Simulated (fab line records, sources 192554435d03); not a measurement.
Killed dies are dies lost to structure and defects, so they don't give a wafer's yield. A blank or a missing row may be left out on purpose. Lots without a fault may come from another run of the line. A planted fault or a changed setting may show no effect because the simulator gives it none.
Which tool did it? | flow n5_finfet | 13 lots, 37 wafers sampled, at 1 step of a route of 1938

WHAT THE GAUGES READ, wafer by wafer
N5_DUMMY_GATE_INSPECT_17: inspects for defects (brightfield). Usual: raw_defect_count 189, standard deviation 43.
lot  | measured    | on                | raw_defect_count | flag
L333 | day 2 21:55 | defect_inspect-01 | 185 136 151      |
L334 | day 3 09:10 | defect_inspect-02 | 205 188 198      |
L336 | day 3 17:07 | defect_inspect-01 | 150 207 193      |
L338 | day 4 05:00 | defect_inspect-01 | 166 166          |
L342 | day 5 08:11 | defect_inspect-01 | 145 188          |
L345 | day 5 23:23 | defect_inspect-01 | 219 222 155      |
L346 | day 6 04:11 | defect_inspect-01 | 174 161 146      |
L347 | day 6 10:01 | defect_inspect-01 | 167 202 178      |
L352 | day 7 15:58 | defect_inspect-02 | 248 350 178      |
L353 | day 7 23:22 | defect_inspect-01 | 124 139 117      |
L354 | day 8 04:26 | defect_inspect-01 | 248 333 216      |
L355 | day 8 11:33 | defect_inspect-02 | 162 144 170      |
L356 | day 8 15:52 | defect_inspect-01 | 189 170 182      |

WHICH TOOL RAN EACH LOT (tool, then ch and the chambers of the sampled wafers, then the start)
The record holds no process step before these readings.

WHAT THE TOOLS THEMSELVES READ (means of the sampled wafers that have a number; where no wafer has one, the mark that the record gives instead)
The record holds no such reading with a usual standard deviation.

THE ANSWER, worked out from the rows above alone
Rule: a lot is off if the mean of its wafers that have a number lies more than 3 standard deviations from the usual mean. A lot without any number at a reading at which 4 lots or more have one is off too. The other lots that the step has rows for count as sound. The gauges are gone through in route order, then the tools' own readings, and for those a lot's mean is taken as printed above. The first step at which some lot is off is used, and at that step the reading that is off furthest; a lot without a number counts as furthest.
No lot is off at any reading shown: from this, nothing can be told.

WHAT THE SIMULATOR HAD PUT IN
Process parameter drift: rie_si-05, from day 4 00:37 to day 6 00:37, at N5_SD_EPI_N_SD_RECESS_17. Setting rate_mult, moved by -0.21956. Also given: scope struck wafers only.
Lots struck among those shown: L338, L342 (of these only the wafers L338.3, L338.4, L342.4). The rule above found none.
